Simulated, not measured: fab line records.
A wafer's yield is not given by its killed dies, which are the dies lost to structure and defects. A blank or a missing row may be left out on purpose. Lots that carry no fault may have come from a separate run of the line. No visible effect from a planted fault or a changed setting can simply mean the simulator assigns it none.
Which tool did it?    flow n5 finfet    8 lots, 24 wafers sampled, at 5 steps of a route of 1938

WHAT THE GAUGES SHOWED, per wafer
N5_BEOL_M4_RC_MEAS_101.
lot   measured      on         VT_N_LVT (mV)
L687  day 9 01:41   prober-02  95 99 97
L689  day 8 22:56   prober-02  93 99 101
L694  day 10 03:49  prober-01  102 99 103
L695  day 10 19:17  prober-01  98 96 99
L697  day 11 00:59  prober-01  178 97 100
L698  day 11 19:04  prober-02  95 98 94
L708  day 14 10:52  prober-02  98 98 100
L709  day 14 13:47  prober-02  91 102 98

TOOL THAT RAN EACH LOT (tool first, then ch and the chambers of the sampled wafers, then the start)
lot   N5_HKMG_FIN_NWFM_ALD_20              N5_HKMG_FIN_ALD_71                   N5_HKMG_FIN_STRIP_90               N5_HKMG_FIN_STRIP_69
L687  ald metal-04 ch 0,2, day 4 23:44     ald metal-04 ch 0,2, day 4 23:50     rie diel-01 ch 1,2, day 5 00:14    plasma asher-02 ch 0,1, day 5 00:33
L689  ald metal-02 ch 0,1,3, day 5 07:55   ald metal-02 ch 0,1,3, day 5 08:01   rie diel-01 ch 0,2, day 5 08:35    plasma asher-02 ch 0,1, day 5 08:53
L694  ald metal-04 ch 0,2,3, day 6 06:10   ald metal-04 ch 0,2,3, day 6 06:16   rie diel-01 ch 0,1,2, day 6 06:53  plasma asher-01 ch 0,1, day 6 07:11
L695  ald metal-02 ch 0,1,3, day 6 12:01   ald metal-02 ch 0,1,3, day 6 12:07   rie diel-01 ch 0,1,3, day 6 12:34  plasma asher-02 ch 0,1, day 6 12:53
L697  ald metal-04 ch 1,3, day 7 01:57     ald metal-04 ch 1,3, day 7 02:02     rie diel-05 ch 0,1,3, day 7 02:26  plasma asher-01 ch 0,1, day 7 02:44
L698  ald metal-01 ch 2,3, day 7 14:40     ald metal-01 ch 2,3, day 7 14:46     rie diel-03 ch 0,1, day 7 15:10    plasma asher-01 ch 0,1, day 7 15:35
L708  ald metal-01 ch 0,1,3, day 9 17:52   ald metal-01 ch 0,1,3, day 9 17:58   rie diel-03 ch 0,1,2, day 9 18:23  plasma asher-02 ch 0,1, day 9 18:48
L709  ald metal-01 ch 0,1,2, day 10 02:52  ald metal-01 ch 0,1,2, day 10 02:58  rie diel-01 ch 0,2, day 10 03:22   plasma asher-02 ch 0,1, day 10 03:40
- N5_HKMG_FIN_NWFM_ALD_20: deposits TiAlC, target thk 2 nm, pulse time 3 s, purge time 2 s.
- N5_HKMG_FIN_ALD_71: deposits TiN, target thk 1 nm, pulse time 1 s, purge time 3 s.
- N5_HKMG_FIN_STRIP_90: strips SOC in N2/H2, time 20 s.
- N5_HKMG_FIN_STRIP_69: strips in N2/H2, time 360 s.

THE ANSWER, worked out from the rows above alone
Rule: usual is defined by the lots themselves. Put in order of their means at a reading, lots are off if they are a third of the lots or fewer, leave a main group of 4 or more, and stand apart from it by a gap of 3 or more times the standard deviation of the main group's means; of several such gaps the widest counts. Not used: any main group whose means are identical at the precision the tables above print for the reading. A lot without any number at a reading at which 4 lots or more have one is off too. All remaining lots with rows at the step are treated as sound.
Off: L697, seen at N5_BEOL_M4_RC_MEAS_101 (VT_N_LVT). The main group: mean 98 mV, standard deviation 1.7.
If a tool, at a process step before that reading, ran all the lots that are off and no sound lot after the first of them, it fits. The gauges at N5_BEOL_M4_RC_MEAS_101 are tried like those tools. Can't be told from this: 3 tools fit, ald metal-04 at N5_HKMG_FIN_NWFM_ALD_20 and N5_HKMG_FIN_ALD_71, rie diel-05 at N5_HKMG_FIN_STRIP_90, prober-01 at N5_BEOL_M4_RC_MEAS_101.

WHAT HAD BEEN PUT IN BY THE SIMULATOR
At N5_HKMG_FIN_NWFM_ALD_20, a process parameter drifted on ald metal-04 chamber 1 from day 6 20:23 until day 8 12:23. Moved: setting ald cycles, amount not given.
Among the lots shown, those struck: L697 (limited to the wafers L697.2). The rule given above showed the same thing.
